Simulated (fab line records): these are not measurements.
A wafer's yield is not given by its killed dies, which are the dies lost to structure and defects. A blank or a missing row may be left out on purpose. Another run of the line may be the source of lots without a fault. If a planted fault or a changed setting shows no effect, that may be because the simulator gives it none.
fab line records + flow n5-finfet
[record]
- lots = 7
- wafers = 21
route steps=1938 shown BEOL_M13@1696 BEOL_M15@1776 MIM_BOT@1833 TV_LITHO@1879 PASSIVATION@1916
start-h: hours from the record's first day to the start of the lot's first wafer shown + wait-h: time in hours since the lot's previous step + " repeats the value in the row above + L1.1+2: one row covering several wafers at once + - value missing, or start not given + * or withheld: withheld + < > ~ a bound
route shown NAME@n: names a module that has steps shown in the file, with the first one's number in the route + usual: mean/standard deviation taken from wafers without a fault + same: alike in all rows + chamber/n: place in a boat + sites: each site's reading + _std_site: how widely they spread, as a standard deviation + _edge_site: mean of outer sites minus mean of inner sites + radius-mm: how far each site lies from the wafer's centre + mask NAME#n: copy n + behind: the last tool/chamber to shape the wafer + hold: what put the lot on hold/how long, in hours/how the hold closed + device: names the non-switching transistor (n, p or np) + end of line: the route-end tests of the same wafers + for a step that has no rows: nothing shown but its recipe + killed: count of dies lost to structure and defects at first sort (not the wafer's yield) + map: dies across one wafer; x = killed, . = not, _ = none there
set.NAME: the setting the step ran with; set.NAME@STEP: the setting that earlier step ran with + model.NAME: the simulator's own value behind a step, which no gauge read
lots whose settings were changed on purpose; a table a step, a row a wafer
[[steps]]
[step N5_BEOL_M13_TRENCH_ETCH_34]
[recipe]
- chemistry = C4F8/O2/Ar
- target = SiOC
- target-depth-a = 4134.7
- mask-material = SOC
- pressure-mtorr = 30
- source-w = 3000
- bias-w = 700
- Ar_flow_sccm = 400
- C4F8_flow_sccm = 15
- O2_flow_sccm = 8
- he-inner-torr = 15
- he-outer-torr = 30
- time-s = 162.6
- ion-energy-ev = 250
| lot.wafer | tool        | chamber | start-h | wait-h | set.time-s | model.etch.depth-nm |
|-----------|-------------|---------|---------|--------|------------|---------------------|
| L077.1    | rie-diel-06 | 0       | 252.13  | 0.0    | 162.6      | 407.7               |
| L077.2    | "           | 2       | "       | "      | 162.6      | 412.1               |
| L077.5    | "           | 0       | "       | "      | 162.6      | 406.4               |
| L078.1    | rie-diel-05 | 1       | 267.91  | 0.0    | 162.6      | 399.9               |
| L078.5    | "           | 3       | "       | "      | 162.6      | 397.3               |
| L078.6    | "           | 2       | "       | "      | 138.8      | 351.7               |
| L081.3    | rie-diel-05 | 2       | 290.85  | 0.0    | 162.6      | 412.6               |
| L081.4    | "           | 0       | "       | "      | 162.6      | 415.3               |
| L081.5    | "           | 3       | "       | "      | 162.6      | 406.5               |
| L083.1    | rie-diel-05 | 2       | 295.19  | 0.0    | 162.6      | 414.7               |
| L083.3    | "           | 3       | "       | "      | 162.6      | 406.4               |
| L083.4    | "           | 0       | "       | "      | 162.6      | 416.2               |
| L087.2    | rie-diel-03 | 0       | 332.97  | 0.0    | 197.1      | 486.9               |
| L087.3    | "           | 1       | "       | "      | 162.6      | 404.1               |
| L087.4    | "           | 2       | "       | "      | 197.1      | 495.7               |
| L091.3    | rie-diel-06 | 3       | 354.27  | 0.0    | 162.6      | 421.7               |
| L091.4    | "           | 0       | "       | "      | 162.6      | 409.6               |
| L091.6    | "           | 3       | "       | "      | 162.6      | 418.3               |
| L096.2    | rie-diel-05 | 1       | 389.69  | 0.0    | 162.6      | 406.9               |
| L096.3    | "           | 3       | "       | "      | 177.8      | 443.6               |
| L096.5    | "           | 1       | "       | "      | 177.8      | 446.8               |
[step N5_BEOL_M13_STRIP_70]
[recipe]
- chemistry = C4F8/O2/Ar
- resist = SiARC
- rf-frequency-hz = 6e+07
[step N5_BEOL_M13_OCD_MEAS_35]
[usual]
- trench-depth-nm = 410/6.8
| lot.wafer | tool   | chamber | start-h | wait-h | set.time-s@BEOL_M13_TRENCH_ETCH_34 | trench-depth-nm |
|-----------|--------|---------|---------|--------|------------------------------------|-----------------|
| L077.1    | ocd-01 | -       | 252.31  | 0.0    | 162.6                              | 407             |
| L077.2    | "      | -       | "       | "      | 162.6                              | 412             |
| L077.5    | "      | -       | "       | "      | 162.6                              | 406             |
| L078.1    | ocd-02 | -       | 268.08  | 0.0    | 162.6                              | 400             |
| L078.5    | "      | -       | "       | "      | 162.6                              | 398             |
| L078.6    | "      | -       | "       | "      | 138.8                              | 352             |
| L081.3    | ocd-01 | -       | 291.03  | 0.0    | 162.6                              | 413             |
| L081.4    | "      | -       | "       | "      | 162.6                              | 416             |
| L081.5    | "      | -       | "       | "      | 162.6                              | 406             |
| L083.1    | ocd-01 | -       | 295.37  | 0.0    | 162.6                              | 414             |
| L083.3    | "      | -       | "       | "      | 162.6                              | 406             |
| L083.4    | "      | -       | "       | "      | 162.6                              | 416             |
| L087.2    | ocd-01 | -       | 333.15  | 0.0    | 197.1                              | 487             |
| L087.3    | "      | -       | "       | "      | 162.6                              | 404             |
| L087.4    | "      | -       | "       | "      | 197.1                              | 496             |
| L091.3    | ocd-02 | -       | 354.45  | 0.0    | 162.6                              | 422             |
| L091.4    | "      | -       | "       | "      | 162.6                              | 409             |
| L091.6    | "      | -       | "       | "      | 162.6                              | 418             |
| L096.2    | ocd-01 | -       | 389.86  | 0.0    | 162.6                              | 407             |
| L096.3    | "      | -       | "       | "      | 177.8                              | 444             |
| L096.5    | "      | -       | "       | "      | 177.8                              | 446             |
[step N5_BEOL_M13_STRIP_37]
[recipe]
- chemistry = N2/H2
- power-w = 1000
- temp-c = 250
- h2-frac = 0.65
- overash-fraction = 0.3
- pressure-mtorr = withheld
- n2-flow-sccm = 1750
- h2-flow-sccm = 3250
[step N5_BEOL_M13_ETCH_38]
[recipe]
- chemistry = CF4/N2
- target = SiCN
- target-depth-a = 675
- taper-deg = 2
- time-s = 71.9
- ion-energy-ev = 150
- mask-material = SiO2
- pressure-mtorr = 40
- source-w = 430
- bias-w = 70
- Ar_flow_sccm = 100
- cf4-flow-sccm = 60
- n2-flow-sccm = 60
[step N5_BEOL_M13_ECD_47]
[recipe]
- material = Cu
- target-thk-a = 9360
[step N5_BEOL_M13_ANNEAL_48]
[recipe]
- temp-c = 225
- time-s = 90
- ambient = N2
[step N5_BEOL_M13_CMP_49]
[recipe]
- stop-on = SiOC
- t-overpolish-s = 17.1
- down-force-psi = 1
- platen-rpm = 50
- clearing-platen-down-force-psi = 1.5
- clearing-platen-rpm = 50
- post-cmp-clean = cu-alkaline
- target-thk-nm = 420
- clearing-platen-pad-velocity-m-s = 0.99484
- pad-velocity-m-s = 0.99484
| lot.wafer | tool   | chamber | start-h | wait-h | set.time-s@BEOL_M13_TRENCH_ETCH_34 | model.Cu_of_BEOL_M13_ECD_47.thk-nm |
|-----------|--------|---------|---------|--------|------------------------------------|------------------------------------|
| L077.2    | cmp-02 | 0       | 253.98  | 0.2    | 162.6                              | 417.2                              |
| L077.1    | "      | 1       | "       | "      | 162.6                              | 414.6                              |
| L077.5    | "      | 1       | "       | "      | 162.6                              | 413.2                              |
| L078.1    | cmp-01 | 1       | 269.44  | 0.3    | 162.6                              | 405                                |
| L078.6    | "      | 3       | "       | "      | 138.8                              | 358                                |
| L078.5    | "      | 0       | "       | "      | 162.6                              | 403                                |
| L081.3    | cmp-02 | 2       | 294.56  | 0.2    | 162.6                              | 417.8                              |
| L081.4    | "      | 3       | "       | "      | 162.6                              | 420.2                              |
| L081.5    | "      | 2       | "       | "      | 162.6                              | 411.6                              |
| L083.1    | cmp-01 | 0       | 301.42  | 0.3    | 162.6                              | 419.6                              |
| L083.4    | "      | 1       | "       | "      | 162.6                              | 420.6                              |
| L083.3    | "      | 3       | "       | "      | 162.6                              | 411.8                              |
| L087.4    | cmp-03 | 2       | 336.44  | 0.2    | 197.1                              | 501.6                              |
| L087.3    | "      | 3       | "       | "      | 162.6                              | 411                                |
| L087.2    | "      | 0       | "       | "      | 197.1                              | 492.8                              |
| L091.4    | cmp-01 | 0       | 356.28  | 0.1    | 162.6                              | 414.6                              |
| L091.3    | "      | 1       | "       | "      | 162.6                              | 428                                |
| L091.6    | "      | 0       | "       | "      | 162.6                              | 424.4                              |
| L096.3    | cmp-02 | 0       | 392.46  | 0.2    | 177.8                              | 449.2                              |
| L096.2    | "      | 2       | "       | "      | 162.6                              | 411.6                              |
| L096.5    | "      | 0       | "       | "      | 177.8                              | 452                                |
[step N5_BEOL_M13_THK_MEAS_50]
[recipe]
- thk-meas-gauge = xrf
- reads = Cu_of_BEOL_M13_ECD_47
[usual]
- M13_THK = 418/7.3
| lot.wafer | tool          | chamber | start-h | wait-h | set.time-s@BEOL_M13_TRENCH_ETCH_34 | M13_THK[nm] |
|-----------|---------------|---------|---------|--------|------------------------------------|-------------|
| L077.1    | film-metro-02 | -       | 254.27  | -      | 162.6                              | 417         |
| L077.2    | "             | -       | "       | "      | 162.6                              | 418         |
| L077.5    | "             | -       | "       | "      | 162.6                              | 417         |
| L078.1    | film-metro-01 | -       | 269.65  | -      | 162.6                              | 407         |
| L078.5    | "             | -       | "       | "      | 162.6                              | 406         |
| L078.6    | "             | -       | "       | "      | 138.8                              | 360         |
| L081.3    | film-metro-02 | -       | 294.82  | -      | 162.6                              | 418         |
| L081.4    | "             | -       | "       | "      | 162.6                              | 421         |
| L081.5    | "             | -       | "       | "      | 162.6                              | 411         |
| L083.1    | film-metro-01 | -       | 301.71  | -      | 162.6                              | 429         |
| L083.3    | "             | -       | "       | "      | 162.6                              | 421         |
| L083.4    | "             | -       | "       | "      | 162.6                              | 430         |
| L087.2    | film-metro-01 | -       | 336.70  | -      | 197.1                              | 503         |
| L087.3    | "             | -       | "       | "      | 162.6                              | 417         |
| L087.4    | "             | -       | "       | "      | 197.1                              | 510         |
| L091.3    | film-metro-01 | -       | 356.57  | -      | 162.6                              | 431         |
| L091.4    | "             | -       | "       | "      | 162.6                              | 418         |
| L091.6    | "             | -       | "       | "      | 162.6                              | 429         |
| L096.2    | film-metro-02 | -       | 392.72  | -      | 162.6                              | 412         |
| L096.3    | "             | -       | "       | "      | 177.8                              | 451         |
| L096.5    | "             | -       | "       | "      | 177.8                              | 453         |
[step N5_BEOL_M13_PRE_CLEAN_52]
[recipe]
- gas = NH3
- time-s = 15
- temp-c = withheld
- rf-power-w = 300
[step N5_BEOL_M13_DEP_53]
[recipe]
- material = SiCN
- target-thk-a = 500
- temp-c = withheld
- precursor = 3MS/NH3
- pressure-torr = 3
- rf-w = 675
- time-s = 17.8
[step N5_BEOL_M13_RS_MEAS_54]
[recipe]
- thk-meas-gauge = four-point-probe
- reads = Cu_of_BEOL_M13_ECD_47+Ta_of_BEOL_M13_SPUTTER_44+TaN_of_BEOL_M13_SPUTTER_43
[usual]
- M13_RS = 0.0454/0.00077
| lot.wafer | tool          | chamber | start-h | wait-h | set.time-s@BEOL_M13_TRENCH_ETCH_34 | M13_RS[ohm/sq] |
|-----------|---------------|---------|---------|--------|------------------------------------|----------------|
| L077.1    | film-metro-02 | -       | 254.43  | 0.1    | 162.6                              | 0.0454         |
| L077.2    | "             | -       | "       | "      | 162.6                              | 0.0452         |
| L077.5    | "             | -       | "       | "      | 162.6                              | 0.0456         |
| L078.1    | film-metro-01 | -       | 269.78  | 0.0    | 162.6                              | 0.0465         |
| L078.5    | "             | -       | "       | "      | 162.6                              | 0.0469         |
| L078.6    | "             | -       | "       | "      | 138.8                              | 0.0530         |
| L081.3    | film-metro-01 | -       | 294.95  | 0.1    | 162.6                              | 0.0452         |
| L081.4    | "             | -       | "       | "      | 162.6                              | 0.0449         |
| L081.5    | "             | -       | "       | "      | 162.6                              | 0.0458         |
| L083.1    | film-metro-02 | -       | 301.84  | 0.0    | 162.6                              | 0.0450         |
| L083.3    | "             | -       | "       | "      | 162.6                              | 0.0458         |
| L083.4    | "             | -       | "       | "      | 162.6                              | 0.0448         |
| L087.2    | film-metro-01 | -       | 336.83  | 0.1    | 197.1                              | 0.0381         |
| L087.3    | "             | -       | "       | "      | 162.6                              | 0.0459         |
| L087.4    | "             | -       | "       | "      | 197.1                              | 0.0375         |
| L091.3    | film-metro-02 | -       | 356.70  | 0.1    | 162.6                              | 0.0440         |
| L091.4    | "             | -       | "       | "      | 162.6                              | 0.0456         |
| L091.6    | "             | -       | "       | "      | 162.6                              | 0.0444         |
| L096.2    | film-metro-02 | -       | 392.88  | 0.1    | 162.6                              | 0.0457         |
| L096.3    | "             | -       | "       | "      | 177.8                              | 0.0419         |
| L096.5    | "             | -       | "       | "      | 177.8                              | 0.0416         |
[step N5_BEOL_M15_COAT_04]
[recipe]
- spin-rpm = 1704
- resist-thk-nm = 800
| lot.wafer | tool           | chamber | start-h | wait-h | set.spin-rpm | model.coat_of_BEOL_M15_COAT_04.thk-nm |
|-----------|----------------|---------|---------|--------|--------------|---------------------------------------|
| L077.1    | litho-track-01 | 0       | -       | -      | 1704         | 803                                   |
| L077.2    | "              | 0       | "       | "      | 1704         | 799.4                                 |
| L077.5    | "              | 0       | "       | "      | 1780         | 782.4                                 |
| L078.1    | litho-track-04 | 0       | -       | -      | 1789         | 780.4                                 |
| L078.5    | "              | 0       | "       | "      | 1704         | 798.4                                 |
| L078.6    | "              | 0       | "       | "      | 1704         | 798.8                                 |
| L081.3    | litho-track-02 | 0       | -       | -      | 1704         | 803                                   |
| L081.4    | "              | 0       | "       | "      | 1704         | 806.6                                 |
| L081.5    | "              | 0       | "       | "      | 1704         | 803.6                                 |
| L083.1    | litho-track-04 | 0       | -       | -      | 1704         | 797.2                                 |
| L083.3    | "              | 0       | "       | "      | 1588         | 827.2                                 |
| L083.4    | "              | 0       | "       | "      | 1704         | 796.6                                 |
| L087.2    | litho-track-02 | 0       | -       | -      | 1781         | 786.8                                 |
| L087.3    | "              | 0       | "       | "      | 1704         | 803.8                                 |
| L087.4    | "              | 0       | "       | "      | 1704         | 803.6                                 |
| L091.3    | litho-track-04 | 0       | -       | -      | 1704         | 794.2                                 |
| L091.4    | "              | 0       | "       | "      | 1888         | 754.8                                 |
| L091.6    | "              | 0       | "       | "      | 1704         | 793.6                                 |
| L096.2    | litho-track-04 | 0       | -       | -      | 1803         | 777                                   |
| L096.3    | "              | 0       | "       | "      | 1803         | 774.6                                 |
| L096.5    | "              | 0       | "       | "      | 1704         | 801.6                                 |
[step N5_BEOL_M15_EBR_06]
[recipe]
- solvent = PGMEA
- ebr-width-mm = 1.5
[step N5_BEOL_M15_SOFTBAKE_05]
[recipe]
- temp-c = 130
- time-s = 60
[step N5_BEOL_M15_DESCUM_15]
[recipe]
- chemistry = O2
- time-s = 7.9
- source-power-w = 50
- bias-power-w = 20
- pressure-mtorr = 20
- rf-frequency-hz = 2.712e+07
- temp-c = 40
- o2-flow-sccm = 225
[step N5_BEOL_M15_ETCH_59]
[recipe]
- chemistry = N2/H2
- target = BARC
- target-depth-a = 890
- overetch-a = 267
- time-s = 67.9
- ion-energy-ev = 200
- pressure-mtorr = 30
- source-w = 840
- bias-w = 150
- n2-flow-sccm = 200
- h2-flow-sccm = 200
| lot.wafer | tool        | chamber | start-h | wait-h | set.spin-rpm@BEOL_M15_COAT_04 | model.coat_of_BEOL_M15_COAT_04.thk-nm |
|-----------|-------------|---------|---------|--------|-------------------------------|---------------------------------------|
| L077.1    | rie-diel-05 | 1       | 262.75  | 0.0    | 1704                          | 722                                   |
| L077.2    | "           | 3       | "       | "      | 1704                          | 715.6                                 |
| L077.5    | "           | 0       | "       | "      | 1780                          | 695.6                                 |
| L078.1    | rie-diel-03 | 2       | 276.74  | 0.0    | 1789                          | 700.8                                 |
| L078.5    | "           | 2       | "       | "      | 1704                          | 719                                   |
| L078.6    | "           | 3       | "       | "      | 1704                          | 716.4                                 |
| L081.3    | rie-diel-06 | 3       | 302.65  | 0.0    | 1704                          | 720.2                                 |
| L081.4    | "           | 0       | "       | "      | 1704                          | 727.6                                 |
| L081.5    | "           | 1       | "       | "      | 1704                          | 720.8                                 |
| L083.1    | rie-diel-05 | 2       | 311.67  | 0.0    | 1704                          | 716                                   |
| L083.3    | "           | 1       | "       | "      | 1588                          | 745.6                                 |
| L083.4    | "           | 3       | "       | "      | 1704                          | 711.8                                 |
| L087.2    | rie-diel-06 | 2       | 343.18  | 0.0    | 1781                          | 704.6                                 |
| L087.3    | "           | 3       | "       | "      | 1704                          | 719.4                                 |
| L087.4    | "           | 2       | "       | "      | 1704                          | 721.4                                 |
| L091.3    | rie-diel-03 | 0       | 363.39  | 0.0    | 1704                          | 715.2                                 |
| L091.4    | "           | 1       | "       | "      | 1888                          | 672.8                                 |
| L091.6    | "           | 3       | "       | "      | 1704                          | 710.4                                 |
| L096.2    | rie-diel-06 | 1       | 398.31  | 0.0    | 1803                          | 692.2                                 |
| L096.3    | "           | 0       | "       | "      | 1803                          | 692.4                                 |
| L096.5    | "           | 2       | "       | "      | 1704                          | 719.8                                 |
[step N5_BEOL_M15_VIA_ETCH_16]
[recipe]
- chemistry = C4F8/O2/Ar
- target = SiO2
- he-inner-torr = 15
- he-outer-torr = 30
- target-depth-a = 17922
- time-s = withheld
- ion-energy-ev = 800
- pressure-mtorr = 20
- source-w = 1905
- bias-w = 2040
- Ar_flow_sccm = 400
- C4F8_flow_sccm = 16
- O2_flow_sccm = 12
- ends = cleared
| lot.wafer | tool        | chamber | start-h | wait-h | set.spin-rpm@BEOL_M15_COAT_04 | model.coat_of_BEOL_M15_COAT_04.thk-nm |
|-----------|-------------|---------|---------|--------|-------------------------------|---------------------------------------|
| L077.1    | rie-diel-05 | 1       | 262.81  | 0.0    | 1704                          | 344.6                                 |
| L077.2    | "           | 3       | "       | "      | 1704                          | 345.2                                 |
| L077.5    | "           | 0       | "       | "      | 1780                          | 315.4                                 |
| L078.1    | rie-diel-03 | 2       | 276.79  | 0.0    | 1789                          | 311.2                                 |
| L078.5    | "           | 2       | "       | "      | 1704                          | 326.2                                 |
| L078.6    | "           | 3       | "       | "      | 1704                          | 325.6                                 |
| L081.3    | rie-diel-06 | 3       | 302.70  | 0.0    | 1704                          | 348.8                                 |
| L081.4    | "           | 0       | "       | "      | 1704                          | 341.2                                 |
| L081.5    | "           | 1       | "       | "      | 1704                          | 329.8                                 |
| L083.1    | rie-diel-05 | 2       | 311.72  | 0.0    | 1704                          | 337.4                                 |
| L083.3    | "           | 1       | "       | "      | 1588                          | 357.6                                 |
| L083.4    | "           | 3       | "       | "      | 1704                          | 323.6                                 |
| L087.2    | rie-diel-06 | 2       | 343.23  | 0.0    | 1781                          | 315.2                                 |
| L087.3    | "           | 3       | "       | "      | 1704                          | 342.6                                 |
| L087.4    | "           | 2       | "       | "      | 1704                          | 326.6                                 |
| L091.3    | rie-diel-03 | 0       | 363.44  | 0.0    | 1704                          | 324                                   |
| L091.4    | "           | 1       | "       | "      | 1888                          | 296                                   |
| L091.6    | "           | 3       | "       | "      | 1704                          | 326.6                                 |
| L096.2    | rie-diel-06 | 1       | 398.37  | 0.0    | 1803                          | 305.6                                 |
| L096.3    | "           | 0       | "       | "      | 1803                          | 301.6                                 |
| L096.5    | "           | 2       | "       | "      | 1704                          | 321.8                                 |
[step N5_MIM_BOT_SPUTTER_00]
[recipe]
- material = TiN
- target-thk-a = 350
- temp-c = 200
- power-w = 3000
- chamber-pressure-pa = 0.49996
- gas = Ar
- reactive-partial-pa = 0.37997
- time-s = 89.7
| lot.wafer | tool           | chamber | start-h | wait-h | set.time-s | model.TiN_of_MIM_BOT_SPUTTER_00.thk-nm |
|-----------|----------------|---------|---------|--------|------------|----------------------------------------|
| L077.1    | pvd-sputter-01 | -       | 270.76  | 0.0    | 89.7       | 35.2                                   |
| L077.2    | "              | -       | "       | "      | 102.9      | 40.2                                   |
| L077.5    | "              | -       | "       | "      | 89.7       | 35                                     |
| L078.1+6  | pvd-sputter-03 | -       | 285.54  | 0.0    | 89.7       | 35.6                                   |
| L078.5    | "              | -       | "       | "      | 101.9      | 40.4                                   |
| L081.3+4  | pvd-sputter-02 | -       | 312.49  | 0.0    | 89.7       | 34.8                                   |
| L081.5    | "              | -       | "       | "      | 89.7       | 35                                     |
| L083.1    | pvd-sputter-01 | -       | 318.64  | 0.0    | 89.7       | 35.2                                   |
| L083.3    | "              | -       | "       | "      | 89.7       | 35.6                                   |
| L083.4    | "              | -       | "       | "      | 101.4      | 39.2                                   |
| L087.2    | pvd-sputter-02 | -       | 350.75  | 0.0    | 89.7       | 35.4                                   |
| L087.3    | "              | -       | "       | "      | 89.7       | 35                                     |
| L087.4    | "              | -       | "       | "      | 89.7       | 34.6                                   |
| L091.3    | pvd-sputter-01 | -       | 371.16  | 0.0    | 89.7       | 35                                     |
| L091.4    | "              | -       | "       | "      | 94.66      | 37.4                                   |
| L091.6    | "              | -       | "       | "      | 89.7       | 35.2                                   |
| L096.2    | pvd-sputter-03 | -       | 409.51  | 0.0    | 89.7       | 35                                     |
| L096.3    | "              | -       | "       | "      | 95.79      | 37.4                                   |
| L096.5    | "              | -       | "       | "      | 89.7       | 34.8                                   |
[step N5_PASSIVATION_EXPOSE_07]
[recipe]
- mask-id = TV
- na = 0.55
- source-shape = conventional
- sigma-outer = 0.8
- polarization = unpolarized
- defocus-nm = 0
- target-cd-nm = 3000
- dose-mj = 22.75
| lot.wafer  | tool           | chamber | start-h | wait-h | mask | set.dose-mj |
|------------|----------------|---------|---------|--------|------|-------------|
| L077.1+2+5 | krf-scanner-02 | 0       | 277.63  | -      | TV#0 | 22.75       |
| L078.1+6   | krf-scanner-01 | 0       | 292.91  | -      | TV#0 | 22.75       |
| L078.5     | "              | 0       | "       | "      | TV#0 | 21.96       |
| L081.3+4+5 | krf-scanner-02 | 0       | 318.19  | -      | TV#0 | 22.75       |
| L083.1     | krf-scanner-02 | 0       | 323.20  | -      | TV#0 | 22.75       |
| L083.3+4   | "              | 0       | "       | "      | TV#0 | 22.27       |
| L087.2+3+4 | krf-scanner-02 | 0       | 354.28  | -      | TV#0 | 22.75       |
| L091.3+4   | krf-scanner-02 | 0       | 380.05  | -      | TV#0 | 21.73       |
| L091.6     | "              | 0       | "       | "      | TV#0 | 22.75       |
| L096.2+3   | krf-scanner-02 | 0       | 412.72  | -      | TV#0 | 22.75       |
| L096.5     | "              | 0       | "       | "      | TV#0 | 21.08       |
[step N5_PASSIVATION_PEB_08]
[recipe]
- peb-temp-c = withheld
- peb-time-s = *
| lot.wafer  | tool           | chamber | start-h | wait-h | set.peb-time-s |
|------------|----------------|---------|---------|--------|----------------|
| L077.1+2   | litho-track-04 | 0       | 277.69  | 0.1    | *              |
| L077.5     | "              | 0       | "       | "      | *              |
| L078.1+5   | litho-track-02 | 0       | 292.97  | 0.1    | *              |
| L078.6     | "              | 0       | "       | "      | *              |
| L081.3+4+5 | litho-track-05 | 0       | 318.23  | 0.0    | *              |
| L083.1+3+4 | litho-track-02 | 0       | 323.26  | 0.1    | *              |
| L087.2+3+4 | litho-track-05 | 0       | 354.33  | 0.0    | *              |
| L091.3     | litho-track-02 | 0       | 380.09  | 0.0    | *              |
| L091.4+6   | "              | 0       | "       | "      | *              |
| L096.2+3   | litho-track-05 | 0       | 412.77  | 0.0    | *              |
| L096.5     | "              | 0       | "       | "      | *              |
[step N5_PASSIVATION_DEVELOP_09]
[recipe]
- develop-time-s = 60
- rinse-liquid = diw
- dry = air-spin
- dev-temp-c = 21
[step N5_PASSIVATION_HARDBAKE_11]
[recipe]
- temp-c = 130
- time-s = 120
[step N5_PASSIVATION_DESCUM_12]
[recipe]
- chemistry = O2
- time-s = 7.9
- source-power-w = 50
- bias-power-w = 20
- pressure-mtorr = 20
- rf-frequency-hz = 2.712e+07
- temp-c = 40
- o2-flow-sccm = 225
| lot.wafer | tool        | chamber | start-h | wait-h | set.dose-mj@PASSIVATION_EXPOSE_07 | model.TV_LITHO.cd-nm |
|-----------|-------------|---------|---------|--------|-----------------------------------|----------------------|
| L077.1    | rie-diel-03 | 3       | 277.89  | 0.0    | 22.75                             | 3001                 |
| L077.2    | "           | 2       | "       | "      | 22.75                             | 2998                 |
| L077.5    | "           | 2       | "       | "      | 22.75                             | 2991                 |
| L078.1    | rie-diel-03 | 1       | 293.56  | 0.4    | 22.75                             | 2992                 |
| L078.5    | "           | 2       | "       | "      | 21.96                             | 2982                 |
| L078.6    | "           | 1       | "       | "      | 22.75                             | 2998                 |
| L081.3    | rie-diel-03 | 0       | 318.59  | 0.2    | 22.75                             | 2998                 |
| L081.4    | "           | 2       | "       | "      | 22.75                             | 2997                 |
| L081.5    | "           | 3       | "       | "      | 22.75                             | 3002                 |
| L083.1    | rie-diel-05 | 0       | 323.47  | 0.0    | 22.75                             | 3008                 |
| L083.3    | "           | 2       | "       | "      | 22.27                             | 2998                 |
| L083.4    | "           | 1       | "       | "      | 22.27                             | 3001                 |
| L087.2    | rie-diel-06 | 3       | 354.54  | 0.0    | 22.75                             | -                    |
| L087.3    | "           | 0       | "       | "      | 22.75                             | 3000                 |
| L087.4    | "           | 3       | "       | "      | 22.75                             | 3003                 |
| L091.3    | rie-diel-06 | 0       | 380.31  | 0.0    | 21.73                             | 2987                 |
| L091.4    | "           | 1       | "       | "      | 21.73                             | 2995                 |
| L091.6    | "           | 3       | "       | "      | 22.75                             | 3003                 |
| L096.2    | rie-diel-05 | 2       | 412.98  | 0.0    | 22.75                             | 3002                 |
| L096.3    | "           | 1       | "       | "      | 22.75                             | 2995                 |
| L096.5    | "           | 3       | "       | "      | 21.08                             | 2979                 |
[step N5_PASSIVATION_PECVD_35]
[recipe]
- material = SiNx
- target-thk-a = 7000
- temp-c = 400
- precursor = SiH4/NH3/N2
- pressure-torr = 4.9
- rf-w = 1406
- time-s = 151.3
| lot.wafer | tool     | chamber | start-h | wait-h | set.time-s | model.SiNx_of_PASSIVATION_PECVD_35.thk-nm |
|-----------|----------|---------|---------|--------|------------|-------------------------------------------|
| L077.1    | pecvd-01 | 2       | 281.37  | 0.1    | 141.5      | 637.6                                     |
| L077.2    | "        | 0       | "       | "      | 141.5      | 654                                       |
| L077.5    | "        | 2       | "       | "      | 151.3      | 695.6                                     |
| L078.1    | pecvd-02 | 0       | 296.81  | 0.1    | 160.6      | 733.8                                     |
| L078.5    | "        | 2       | "       | "      | 160.6      | 741.2                                     |
| L078.6    | "        | 0       | "       | "      | 151.3      | 699.2                                     |
| L081.3    | pecvd-01 | 2       | 323.00  | 0.1    | 151.3      | 701                                       |
| L081.4    | "        | 2       | "       | "      | 151.3      | 704                                       |
| L081.5    | "        | 0       | "       | "      | 151.3      | 712                                       |
| L083.1    | pecvd-04 | 2       | 326.28  | 0.1    | 139.7      | 649.4                                     |
| L083.3    | "        | 0       | "       | "      | 151.3      | 703                                       |
| L083.4    | "        | 1       | "       | "      | 139.7      | 634                                       |
| L087.2    | pecvd-04 | 0       | 357.56  | 0.1    | 151.3      | 703.6                                     |
| L087.3    | "        | 2       | "       | "      | 151.3      | 703.8                                     |
| L087.4    | "        | 1       | "       | "      | 151.3      | 695                                       |
| L091.3    | pecvd-02 | 0       | 383.14  | 0.1    | 151.3      | 705.4                                     |
| L091.4    | "        | 1       | "       | "      | 161        | 754.2                                     |
| L091.6    | "        | 0       | "       | "      | 161        | 762.2                                     |
| L096.2    | pecvd-01 | 0       | 415.86  | 0.1    | 151.3      | 702.6                                     |
| L096.3    | "        | 2       | "       | "      | 151.3      | 692.2                                     |
| L096.5    | "        | 0       | "       | "      | 151.3      | 707.2                                     |
[[key]]
[split]
- step = N5_BEOL_M13_TRENCH_ETCH_34
- setting = time-s
- stated = 162.6
- by = wafer
[response]
- step = N5_BEOL_M13_TRENCH_ETCH_34
- reading = model.etch.depth-nm
- change = +3.85
- per = 1%
- r = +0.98
[response]
- step = N5_BEOL_M13_OCD_MEAS_35
- reading = trench-depth-nm
- change = +3.85
- per = 1%
- r = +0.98
[response]
- step = N5_BEOL_M13_CMP_49
- reading = model.Cu_of_BEOL_M13_ECD_47.thk-nm
- change = +3.81
- per = 1%
- r = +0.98
[response]
- step = N5_BEOL_M13_THK_MEAS_50
- reading = M13_THK
- change = +3.93
- per = 1%
- r = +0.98
[response]
- step = N5_BEOL_M13_RS_MEAS_54
- reading = M13_RS
- change = -0.000401
- per = 1%
- r = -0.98
[split]
- step = N5_BEOL_M15_COAT_04
- setting = spin-rpm
- stated = 1704
- by = wafer
[response]
- step = N5_BEOL_M15_COAT_04
- reading = model.coat_of_BEOL_M15_COAT_04.thk-nm
- change = -3.93
- per = 1%
- r = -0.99
[response]
- step = N5_BEOL_M15_ETCH_59
- reading = model.coat_of_BEOL_M15_COAT_04.thk-nm
- change = -4.07
- per = 1%
- r = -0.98
[response]
- step = N5_BEOL_M15_VIA_ETCH_16
- reading = model.coat_of_BEOL_M15_COAT_04.thk-nm
- change = -3.43
- per = 1%
- r = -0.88
[split]
- step = N5_MIM_BOT_SPUTTER_00
- setting = time-s
- stated = 89.7
- by = wafer
[response]
- step = N5_MIM_BOT_SPUTTER_00
- reading = model.TiN_of_MIM_BOT_SPUTTER_00.thk-nm
- change = +0.339
- per = 1%
- r = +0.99
[split]
- step = N5_PASSIVATION_EXPOSE_07
- setting = dose-mj
- stated = 22.75
- by = wafer
[response]
- step = N5_PASSIVATION_DESCUM_12
- reading = model.TV_LITHO.cd-nm
- change = +2.8
- per = 1%
- r = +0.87
[split]
- step = N5_PASSIVATION_PEB_08
- setting = peb-time-s
- stated = *
- by = wafer
response none clear
[split]
- step = N5_PASSIVATION_PECVD_35
- setting = time-s
- stated = 151.3
- by = wafer
[response]
- step = N5_PASSIVATION_PECVD_35
- reading = model.SiNx_of_PASSIVATION_PECVD_35.thk-nm
- change = +7.61
- per = 1%
- r = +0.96
